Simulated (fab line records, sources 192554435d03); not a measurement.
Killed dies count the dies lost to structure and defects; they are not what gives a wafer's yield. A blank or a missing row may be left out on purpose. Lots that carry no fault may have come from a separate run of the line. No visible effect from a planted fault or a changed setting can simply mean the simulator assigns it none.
Split-lot study / flow n5-finfet / 21 wafers read across 7 lots, on a route 1938 steps long

ABOUT THE SPLIT
At N5_BEOL_M3_COAT_05 (resist thk 30 nm), the setting spin-rpm was moved away from the recipe's 1500 rpm on 9 of the 21 wafers read, by -10.3% to +9.4%. For the rest of the wafers, this setting stayed at what the recipe calls for.

FROM THE SPLIT TO THE READING: what the file shows between them, 4 steps
- N5_BEOL_M3_EBR_07
- N5_BEOL_M3_SOFTBAKE_06: time 60 s
- N5_BEOL_M3_EXPOSE_08: exposes mask M3
- N5_BEOL_M3_PEB_09: peb time 60 s

THE READING
CAR-EUV_of_BEOL_M3_COAT_05.thk-nm (the simulator's own value, which no gauge read), in nm, at N5_BEOL_M3_DEVELOP_10 (develop time 30 s). The file does not state a usual value for it. Average 29.6 nm, standard deviation 0.055 nm, over the 12 wafers here run with the recipe.

wafer=L075.1; tool, chamber at the split=litho-track-05, 0; spin-rpm as run, rpm=1500; against the recipe=recipe; CAR-EUV_of_BEOL_M3_COAT_05.thk-nm, nm=29.6; against lot-mates on the recipe=-
wafer=L075.4; tool, chamber at the split=litho-track-05, 0; spin-rpm as run, rpm=1599; against the recipe=+6.6%; CAR-EUV_of_BEOL_M3_COAT_05.thk-nm, nm=28.6; against lot-mates on the recipe=-1.0
wafer=L075.6; tool, chamber at the split=litho-track-05, 0; spin-rpm as run, rpm=1599; against the recipe=+6.6%; CAR-EUV_of_BEOL_M3_COAT_05.thk-nm, nm=28.6; against lot-mates on the recipe=-1.0
wafer=L076.1; tool, chamber at the split=litho-track-03, 0; spin-rpm as run, rpm=1604; against the recipe=+6.9%; CAR-EUV_of_BEOL_M3_COAT_05.thk-nm, nm=28.6; against lot-mates on the recipe=-1.0
wafer=L076.2; tool, chamber at the split=litho-track-03, 0; spin-rpm as run, rpm=1604; against the recipe=+6.9%; CAR-EUV_of_BEOL_M3_COAT_05.thk-nm, nm=28.6; against lot-mates on the recipe=-1.0
wafer=L076.5; tool, chamber at the split=litho-track-03, 0; spin-rpm as run, rpm=1500; against the recipe=recipe; CAR-EUV_of_BEOL_M3_COAT_05.thk-nm, nm=29.6; against lot-mates on the recipe=-
wafer=L084.1; tool, chamber at the split=litho-track-05, 0; spin-rpm as run, rpm=1641; against the recipe=+9.4%; CAR-EUV_of_BEOL_M3_COAT_05.thk-nm, nm=28.4; against lot-mates on the recipe=-1.2
wafer=L084.5; tool, chamber at the split=litho-track-05, 0; spin-rpm as run, rpm=1641; against the recipe=+9.4%; CAR-EUV_of_BEOL_M3_COAT_05.thk-nm, nm=28.4; against lot-mates on the recipe=-1.2
wafer=L084.6; tool, chamber at the split=litho-track-05, 0; spin-rpm as run, rpm=1500; against the recipe=recipe; CAR-EUV_of_BEOL_M3_COAT_05.thk-nm, nm=29.6; against lot-mates on the recipe=-
wafer=L089.3; tool, chamber at the split=litho-track-05, 0; spin-rpm as run, rpm=1500; against the recipe=recipe; CAR-EUV_of_BEOL_M3_COAT_05.thk-nm, nm=29.6; against lot-mates on the recipe=-
wafer=L089.5; tool, chamber at the split=litho-track-05, 0; spin-rpm as run, rpm=1500; against the recipe=recipe; CAR-EUV_of_BEOL_M3_COAT_05.thk-nm, nm=29.6; against lot-mates on the recipe=-
wafer=L089.6; tool, chamber at the split=litho-track-05, 0; spin-rpm as run, rpm=1500; against the recipe=recipe; CAR-EUV_of_BEOL_M3_COAT_05.thk-nm, nm=29.6; against lot-mates on the recipe=-
wafer=L094.1; tool, chamber at the split=litho-track-03, 0; spin-rpm as run, rpm=1500; against the recipe=recipe; CAR-EUV_of_BEOL_M3_COAT_05.thk-nm, nm=29.6; against lot-mates on the recipe=-
wafer=L094.4; tool, chamber at the split=litho-track-03, 0; spin-rpm as run, rpm=1500; against the recipe=recipe; CAR-EUV_of_BEOL_M3_COAT_05.thk-nm, nm=29.6; against lot-mates on the recipe=-
wafer=L094.6; tool, chamber at the split=litho-track-03, 0; spin-rpm as run, rpm=1500; against the recipe=recipe; CAR-EUV_of_BEOL_M3_COAT_05.thk-nm, nm=29.6; against lot-mates on the recipe=-
wafer=L095.4; tool, chamber at the split=litho-track-03, 0; spin-rpm as run, rpm=1500; against the recipe=recipe; CAR-EUV_of_BEOL_M3_COAT_05.thk-nm, nm=29.6; against lot-mates on the recipe=-
wafer=L095.5; tool, chamber at the split=litho-track-03, 0; spin-rpm as run, rpm=1345; against the recipe=-10.3%; CAR-EUV_of_BEOL_M3_COAT_05.thk-nm, nm=31.4; against lot-mates on the recipe=+1.8
wafer=L095.6; tool, chamber at the split=litho-track-03, 0; spin-rpm as run, rpm=1345; against the recipe=-10.3%; CAR-EUV_of_BEOL_M3_COAT_05.thk-nm, nm=31.4; against lot-mates on the recipe=+1.8
wafer=L097.4; tool, chamber at the split=litho-track-02, 0; spin-rpm as run, rpm=1457; against the recipe=-2.9%; CAR-EUV_of_BEOL_M3_COAT_05.thk-nm, nm=30; against lot-mates on the recipe=+0.5
wafer=L097.5; tool, chamber at the split=litho-track-02, 0; spin-rpm as run, rpm=1500; against the recipe=recipe; CAR-EUV_of_BEOL_M3_COAT_05.thk-nm, nm=29.4; against lot-mates on the recipe=-
wafer=L097.6; tool, chamber at the split=litho-track-02, 0; spin-rpm as run, rpm=1500; against the recipe=recipe; CAR-EUV_of_BEOL_M3_COAT_05.thk-nm, nm=29.6; against lot-mates on the recipe=-

FIT RESULTS
A straight line over all 21 wafers: CAR-EUV_of_BEOL_M3_COAT_05.thk-nm changes by -0.153 nm for each +1% of spin-rpm; r = -0.99; the points scatter about the line by 0.11 nm.
The same after taking each lot's own level away (the mean of its wafers on the recipe; 21 wafers): -0.154 nm for each +1%; r = -0.99; scatter 0.098 nm.
On that fit, the largest move of spin-rpm shifts the reading by 1.6 nm.
Across the lots, their own levels run from 29.50 to 29.60 nm, a range of 1.8 times the standard deviation given above.
The two slopes agree, so the slope changes little with the lot-to-lot level.
Check: with one of the wafers moved furthest among these (-10.3%) left out of the fit, the line predicts +1.58 nm for it against its lot-mates. It came out at +1.8 nm against them.

THESE WAFERS: OTHER SPLITS
Before the reading, these wafers also passed through other splits. Each is held against what the fit with the lots' levels taken away leaves over:
other split on the same wafers=N5_BEOL_M2_COAT_62 spin-rpm; wafers away from the commonest value=7; r with CAR-EUV_of_BEOL_M3_COAT_05.thk-nm (lot level and that fit taken away)=-0.31
other split on the same wafers=N5_BEOL_M3_COAT_61 spin-rpm; wafers away from the commonest value=7; r with CAR-EUV_of_BEOL_M3_COAT_05.thk-nm (lot level and that fit taken away)=+0.11

THE WHOLE CHAIN: every reading that the file lists as answering this split, in the file's order
step=N5_BEOL_M3_COAT_05; what it does=resist thk 30 nm; reading=CAR-EUV_of_BEOL_M3_COAT_05.thk-nm (the simulator's own value, which no gauge read); change (the file's fit)=-0.137 nm for each +1% of the setting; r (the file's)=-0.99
step=N5_BEOL_M3_DEVELOP_10; what it does=develop time 30 s; reading=CAR-EUV_of_BEOL_M3_COAT_05.thk-nm (the simulator's own value, which no gauge read); change (the file's fit)=-0.152 nm for each +1% of the setting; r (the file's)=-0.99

FILE'S OWN FIT
CAR-EUV_of_BEOL_M3_COAT_05.thk-nm changes by -0.152 nm for each +1% of spin-rpm, r = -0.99.
